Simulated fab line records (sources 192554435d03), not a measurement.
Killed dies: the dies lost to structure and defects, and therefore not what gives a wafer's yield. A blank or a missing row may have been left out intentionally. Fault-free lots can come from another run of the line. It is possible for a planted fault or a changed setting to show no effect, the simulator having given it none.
Split-lot trial + flow n5Finfet + 21 wafers read across 7 lots, on a route 1938 steps long

== ABOUT THE SPLIT ==
At N5_BEOL_M7_EXPOSE_25 (exposes mask V6, target cd 40 nm), the setting doseMj was moved away from the recipe's 42.5 on 8 of the 21 wafers read, by -7.4% to +7.3%. The other wafers ran this setting at the recipe's value.

== FROM THE SPLIT TO THE READING: what the file shows between them, 2 steps ==
- N5_BEOL_M7_PEB_26: peb time 60 s
- N5_BEOL_M7_DEVELOP_27: develop time 30 s

== THE READING ==
cdNm at N5_BEOL_M7_CD_MEAS_28, given in nm (cd target 40 nm). Typical for fault-free wafers on this fab line: 39.90 nm, with standard deviation 0.23 nm.

| wafer  | tool, chamber at the split | doseMj as run | against the recipe | cdNm, nm | against lot-mates on the recipe |
|--------|----------------------------|---------------|--------------------|----------|---------------------------------|
| L074.1 | euvScanner-01, 0           | 39.59         | -6.8%              | 38.09    | -1.68                           |
| L074.2 | euvScanner-01, 0           | 39.59         | -6.8%              | 38.15    | -1.62                           |
| L074.3 | euvScanner-01, 0           | 42.5          | recipe             | 39.77    | -                               |
| L077.3 | euvScanner-01, 0           | 41.64         | -2.0%              | 39.56    | -0.34                           |
| L077.4 | euvScanner-01, 0           | 42.5          | recipe             | 40.01    | -                               |
| L077.5 | euvScanner-01, 0           | 42.5          | recipe             | 39.79    | -                               |
| L078.2 | euvScanner-02, 0           | 42.5          | recipe             | 39.97    | -                               |
| L078.4 | euvScanner-02, 0           | 42.5          | recipe             | 40.18    | -                               |
| L078.5 | euvScanner-02, 0           | 42.5          | recipe             | 39.82    | -                               |
| L081.3 | euvScanner-01, 0           | 45.59         | +7.3%              | 41.81    | +1.63                           |
| L081.4 | euvScanner-01, 0           | 45.59         | +7.3%              | 41.37    | +1.19                           |
| L081.5 | euvScanner-01, 0           | 42.5          | recipe             | 40.18    | -                               |
| L084.1 | euvScanner-02, 0           | 42.5          | recipe             | 39.96    | -                               |
| L084.4 | euvScanner-02, 0           | 42.5          | recipe             | 39.82    | -                               |
| L084.5 | euvScanner-02, 0           | 42.5          | recipe             | 39.89    | -                               |
| L087.1 | euvScanner-02, 0           | 39.34         | -7.4%              | 37.96    | -1.85                           |
| L087.3 | euvScanner-02, 0           | 42.5          | recipe             | 39.71    | -                               |
| L087.4 | euvScanner-02, 0           | 42.5          | recipe             | 39.91    | -                               |
| L094.3 | euvScanner-02, 0           | 44.14         | +3.9%              | 40.26    | +0.53                           |
| L094.4 | euvScanner-02, 0           | 44.14         | +3.9%              | 40.81    | +1.08                           |
| L094.6 | euvScanner-02, 0           | 42.5          | recipe             | 39.73    | -                               |

FIT RESULTS
A straight line over all 21 wafers: cdNm changes by +0.239 nm for each +1% of doseMj; r = +0.98; the points scatter about the line by 0.2 nm.
The same after taking each lot's own level away (the mean of its wafers on the recipe; 21 wafers): +0.221 nm for each +1%; r = +0.98; scatter 0.16 nm.
According to that fit, moving doseMj by its largest amount changes the reading by 1.6 nm.
The lots' own levels span 39.730 to 40.180 nm, that is 2.0 times the standard deviation above.
The two slopes agree, so the slope changes little with the lot-to-lot level.
Check: for one of the wafers moved furthest among these (-7.4%), held out of the fit, the line's prediction against its lot-mates is -1.63 nm. Against them it came out at -1.85 nm.

== THE OTHER SPLITS THESE WAFERS WENT THROUGH ==
Other splits were also applied to these wafers ahead of the reading. Each is held against what the fit with the lots' levels taken away leaves over:
| other split on the same wafers  | wafers away from the commonest value | r with cdNm (lot level and that fit taken away) |
|---------------------------------|--------------------------------------|-------------------------------------------------|
| N5_BEOL_M6_TRENCH_ETCH_37 biasW | 8                                    | -0.01                                           |

== THE WHOLE CHAIN: every reading that the file lists as answering this split, in the file's order ==
| step                   | what it does                                                     | reading                                                       | change (the file's fit)               | r (the file's) |
|------------------------|------------------------------------------------------------------|---------------------------------------------------------------|---------------------------------------|----------------|
| N5_BEOL_M7_CD_MEAS_28  | target cd 40 nm                                                  | cdNm                                                          | +0.225 nm for each +1% of the setting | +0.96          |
| N5_BEOL_M7_DESCUM_33   | chemistry O2, time 7 s                                           | BEOL_M7.cdNm (the simulator's own value, which no gauge read) | +0.224 nm for each +1% of the setting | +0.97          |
| N5_BEOL_M7_ETCH_72     | etches underlayer in N2/H2, target depth 6.5 nm, time 5.2 s      | BEOL_M7.cdNm (the simulator's own value, which no gauge read) | +0.209 nm for each +1% of the setting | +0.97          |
| N5_BEOL_M7_VIA_ETCH_34 | etches SiCOH lowk in C4F6/O2, target depth 125.5 nm, time 50.5 s | BEOL_M7.cdNm (the simulator's own value, which no gauge read) | +0.235 nm for each +1% of the setting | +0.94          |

== THE FILE'S OWN FIT ==
cdNm changes by +0.225 nm for each +1% of doseMj, r = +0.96.
